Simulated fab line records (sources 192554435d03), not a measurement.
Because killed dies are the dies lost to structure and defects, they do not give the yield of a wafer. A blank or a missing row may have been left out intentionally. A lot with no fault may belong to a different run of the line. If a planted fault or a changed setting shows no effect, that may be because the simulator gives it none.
Split-lot trial | flow n5Finfet | 28 wafers read from 7 lots, route of 1938 steps

ON THE SPLIT
At N5_BEOL_M14_TRENCH_ETCH_34 (etches SiO2 in C4F8/O2/Ar, target depth 556.65 nm, time 126.9 s), the setting timeS was moved away from the recipe's 126.9 s on 14 of the 28 wafers read, by -39.6% to +51.5%. For the rest of the wafers, this setting stayed at what the recipe calls for.

FROM THE SPLIT TO THE READING: what the file shows between them, 10 steps
- N5_BEOL_M14_STRIP_70: strips in C4F8/O2/Ar
- N5_BEOL_M14_OCD_MEAS_35
- N5_BEOL_M14_STRIP_37: strips in O2
- N5_BEOL_M14_ETCH_38: etches SiCN in CF4/N2, target depth 106.5 nm, time 120.6 s
- N5_BEOL_M14_ECD_47: material Cu, target thk 1248 nm
- N5_BEOL_M14_ANNEAL_48: time 90 s
- N5_BEOL_M14_CMP_49: polishes, stops on SiO2, t overpolish 5.2 s, target thk 560 nm
- N5_BEOL_M14_THK_MEAS_50: measures by xrf
- N5_BEOL_M14_PRE_CLEAN_52: time 15 s
- N5_BEOL_M14_DEP_53: deposits SiCN from 3MS/NH3, target thk 50 nm, time 17.8 s

THE READING
M14_RS (ohm/sq), read at N5_BEOL_M14_RS_MEAS_54 with a four-point probe. Fault-free wafers of this fab line usually give 0.0333 ohm/sq, standard deviation 0.00078 ohm/sq.

wafer  | tool, chamber at the split | timeS as run, s | against the recipe | M14_RS, ohm/sq | against lot-mates on the recipe
L075.1 | rieDiel-04, 0              | 126.9           | recipe             | 0.0337         | -
L075.2 | rieDiel-04, 2              | 182             | +43.4%             | 0.0227         | -0.0105
L075.3 | rieDiel-04, 1              | 182             | +43.4%             | 0.0225         | -0.0107
L075.4 | rieDiel-04, 3              | 126.9           | recipe             | 0.0331         | -
L075.5 | rieDiel-04, 1              | 126.9           | recipe             | 0.0328         | -
L075.6 | rieDiel-04, 2              | 182             | +43.4%             | 0.0226         | -0.0106
L076.2 | rieDiel-04, 1              | 192.2           | +51.5%             | 0.0216         | no lot-mate on the recipe
L084.3 | rieDiel-04, 1              | 76.61           | -39.6%             | 0.0557         | +0.0241
L084.4 | rieDiel-04, 2              | 76.61           | -39.6%             | 0.0543         | +0.0227
L084.5 | rieDiel-04, 3              | 126.9           | recipe             | 0.0316         | -
L091.2 | rieDiel-03, 0              | 126.9           | recipe             | 0.0335         | -
L091.5 | rieDiel-03, 1              | 126.9           | recipe             | 0.0347         | -
L091.6 | rieDiel-03, 0              | 126.9           | recipe             | 0.0332         | -
L095.1 | rieDiel-03, 3              | 192             | +51.3%             | 0.0215         | -0.0116
L095.2 | rieDiel-03, 2              | 126.9           | recipe             | 0.0332         | -
L095.3 | rieDiel-03, 0              | 126.9           | recipe             | 0.0335         | -
L095.4 | rieDiel-03, 2              | 192             | +51.3%             | 0.0220         | -0.0111
L095.5 | rieDiel-03, 0              | 192             | +51.3%             | 0.0224         | -0.0107
L095.6 | rieDiel-03, 3              | 126.9           | recipe             | 0.0326         | -
L096.3 | rieDiel-01, 1              | 126.9           | recipe             | 0.0323         | -
L096.4 | rieDiel-01, 0              | 167.6           | +32.1%             | 0.0255         | -0.0068
L096.5 | rieDiel-01, 3              | 167.6           | +32.1%             | 0.0248         | -0.0075
L097.1 | rieDiel-03, 0              | 163.6           | +28.9%             | 0.0262         | -0.0081
L097.2 | rieDiel-03, 1              | 126.9           | recipe             | 0.0350         | -
L097.3 | rieDiel-03, 3              | 163.6           | +28.9%             | 0.0253         | -0.0090
L097.4 | rieDiel-03, 0              | 163.6           | +28.9%             | 0.0260         | -0.0083
L097.5 | rieDiel-03, 1              | 126.9           | recipe             | 0.0350         | -
L097.6 | rieDiel-03, 3              | 126.9           | recipe             | 0.0328         | -

FIT RESULTS
A straight line over all 28 wafers: M14_RS changes by -0.00031 ohm/sq for each +1% of timeS; r = -0.95; the points scatter about the line by 0.0028 ohm/sq.
The same after taking each lot's own level away (the mean of its wafers on the recipe; 27 wafers): -0.000324 ohm/sq for each +1%; r = -0.93; scatter 0.0032 ohm/sq.
That fit puts the effect of the largest move of timeS on the reading at 0.017 ohm/sq.
From 0.03160 to 0.03427 ohm/sq: that is the span of the lots' own levels, equal to 3.4 times the standard deviation above.
So the lot-to-lot level changes the slope little: the two slopes agree.
Check: for one of the wafers moved furthest among these (+51.3%), held out of the fit, the line's prediction against its lot-mates is -0.0149 ohm/sq. Against them it came out at -0.0116 ohm/sq.

THE OTHER SPLITS THESE WAFERS WENT THROUGH
These wafers also went through other splits before the reading. Each is held against what the fit with the lots' levels taken away leaves over:
other split on the same wafers   | wafers away from the commonest value | r with M14_RS (lot level and that fit taken away)
N5_BEOL_M12_TRENCH_ETCH_34 timeS | 13                                   | +0.42

THE WHOLE CHAIN: every reading that the file lists as answering this split, in the file's order
step                       | what it does                                                    | reading                                                                      | change (the file's fit)               | r (the file's)
N5_BEOL_M14_TRENCH_ETCH_34 | etches SiO2 in C4F8/O2/Ar, target depth 556.65 nm, time 126.9 s | etch.depthNm (the simulator's own value, which no gauge read)                | +5.71 nm for each +1% of the setting  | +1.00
N5_BEOL_M14_OCD_MEAS_35    |                                                                 | trenchDepthNm                                                                | +5.71 nm for each +1% of the setting  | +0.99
N5_BEOL_M14_CMP_49         | polishes, stops on SiO2, t overpolish 5.2 s, target thk 560 nm  | Cu_of_BEOL_M14_ECD_47.thkNm (the simulator's own value, which no gauge read) | +5.71 nm for each +1% of the setting  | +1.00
N5_BEOL_M14_THK_MEAS_50    | measures by xrf                                                 | M14_THK                                                                      | +6.06 for each +1% of the setting     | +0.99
N5_BEOL_M14_RS_MEAS_54     | measures by four-point-probe                                    | M14_RS                                                                       | -0.000275 for each +1% of the setting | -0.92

FILE'S OWN FIT
M14_RS changes by -0.000275 ohm/sq for each +1% of timeS, r = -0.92.
